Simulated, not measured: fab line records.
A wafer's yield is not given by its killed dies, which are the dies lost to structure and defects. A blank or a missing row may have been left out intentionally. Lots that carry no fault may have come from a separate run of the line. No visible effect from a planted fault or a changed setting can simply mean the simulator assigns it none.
Check of tool commonality -- flow nand harc -- 36 wafers sampled across 12 lots

## WHY IT WAS OPENED
On 2 of the 12 lots, a flag is raised at NHARC_A_CHANNEL_HOLE_D1_INSPECT_40 on the reading raw defect count. Wafers without a fault read 58, standard deviation 14.
Rule: a lot gets a flag if all its wafers with a number sit over 4 standard deviations from that mean, or if no wafer of it has a number. All remaining lots are regarded as sound.

lot,measured,on,"raw defect count, wafer by wafer",flag
L345,day 8 05:53,defect inspect-02,48 51 43,
L346,day 8 22:38,defect inspect-02,63 42 71,
L347,day 8 23:10,defect inspect-02,46 81 52,
L348,day 9 12:19,defect inspect-01,40 59 46,
L349,day 9 13:15,defect inspect-02,55 49 46,
L350,day 9 20:58,defect inspect-01,88 62 54,
L358,day 12 01:28,defect inspect-02,485 439 447,FLAGGED
L360,day 12 08:52,defect inspect-02,429 447 388,FLAGGED
L364,day 13 03:37,defect inspect-02,51 55 79,
L367,day 14 01:32,defect inspect-01,44 51 65,
L368,day 14 05:40,defect inspect-01,44 68 57,
L366,day 14 09:49,defect inspect-01,47 64 58,
Average over the flagged lots: 439; offset from the usual +381, equal to +27 standard deviations.

## WHICH TOOL RAN EACH LOT
Before the reading, the record contains 2 process steps out of a 1159-step route. Read each cell as the tool, then ch plus the chambers that the sampled wafers visited, then the start.
lot,flag,NHARC_A_CHANNEL_HOLE_D1_ETCH_19,NHARC_A_CHANNEL_HOLE_D1_ETCH_24
L345,,"har etch-02 ch 0,1, day 8 00:11","har etch-02 ch 0,1, day 8 02:20"
L346,,"har etch-02 ch 1, day 8 16:57","har etch-02 ch 1, day 8 19:11"
L347,,"har etch-01 ch 0, day 8 17:20","har etch-01 ch 0, day 8 19:34"
L348,,"har etch-02 ch 0,1, day 9 06:37","har etch-02 ch 0,1, day 9 08:45"
L349,,"har etch-01 ch 0,1, day 9 07:35","har etch-01 ch 0,1, day 9 09:55"
L350,,"har etch-01 ch 0,1, day 9 15:12","har etch-01 ch 0,1, day 9 17:20"
L358,FLAGGED,"har etch-01 ch 0,1, day 11 19:44","har etch-01 ch 0,1, day 11 21:59"
L360,FLAGGED,"har etch-01 ch 0,1, day 12 03:13","har etch-01 ch 0,1, day 12 05:34"
L364,,"har etch-02 ch 0,1, day 12 21:53","har etch-02 ch 0,1, day 13 00:01"
L367,,"har etch-02 ch 0,1, day 13 19:47","har etch-02 ch 0,1, day 13 21:55"
L368,,"har etch-02 ch 0,1, day 13 23:59","har etch-02 ch 0,1, day 14 02:13"
L366,,"har etch-02 ch 0,1, day 14 04:09","har etch-02 ch 0,1, day 14 06:22"
What the steps here do:
- NHARC_A_CHANNEL_HOLE_D1_ETCH_19: etches the open film in C4F8/O2/Ar, time 34.5 s.
- NHARC_A_CHANNEL_HOLE_D1_ETCH_24: etches the open film in C4F8/O2/Ar, time 906.2 s, target depth 1500 nm.
- NHARC_A_CHANNEL_HOLE_D1_INSPECT_40

## FLAGGED AGAINST TOTAL, ONE TOOL AT A TIME (gauges that did the reading follow at the end)
step,tool,lots run,flagged,share of the flagged lots,sound lots run after its first flagged lot
NHARC_A_CHANNEL_HOLE_D1_ETCH_19,har etch-01,5,2,all,0
NHARC_A_CHANNEL_HOLE_D1_ETCH_19,har etch-02,7,0,none,-
NHARC_A_CHANNEL_HOLE_D1_ETCH_24,har etch-01,5,2,all,0
NHARC_A_CHANNEL_HOLE_D1_ETCH_24,har etch-02,7,0,none,-
NHARC_A_CHANNEL_HOLE_D1_INSPECT_40,defect inspect-01,5,0,none,-
NHARC_A_CHANNEL_HOLE_D1_INSPECT_40,defect inspect-02,7,2,all,1 (L364)

## THE TABLE: WHAT IT ALLOWS
In the table, 3 rows ran each flagged lot (har etch-01 at NHARC_A_CHANNEL_HOLE_D1_ETCH_19; har etch-01 at NHARC_A_CHANNEL_HOLE_D1_ETCH_24; defect inspect-02 at NHARC_A_CHANNEL_HOLE_D1_INSPECT_40).
- har etch-01 at NHARC_A_CHANNEL_HOLE_D1_ETCH_19: 2 of its 5 lots flagged. A fault beginning between L350 (day 9 15:12), its last sound lot, and L358 (day 11 19:44), its first flagged one, fits the data.
- har etch-01 at NHARC_A_CHANNEL_HOLE_D1_ETCH_24: 2 of its 5 lots flagged. A fault beginning between L350 (day 9 17:20), its last sound lot, and L358 (day 11 21:59), its first flagged one, fits the data.
- defect inspect-02 at NHARC_A_CHANNEL_HOLE_D1_INSPECT_40: 2 of its 7 lots flagged. Sound lots ran on it after the first flagged one (L364), which a lasting fault on the whole tool wouldn't allow.
One tool is left: har etch-01 at NHARC_A_CHANNEL_HOLE_D1_ETCH_19 and NHARC_A_CHANNEL_HOLE_D1_ETCH_24.

## WHAT THE SIMULATOR HAD INSERTED
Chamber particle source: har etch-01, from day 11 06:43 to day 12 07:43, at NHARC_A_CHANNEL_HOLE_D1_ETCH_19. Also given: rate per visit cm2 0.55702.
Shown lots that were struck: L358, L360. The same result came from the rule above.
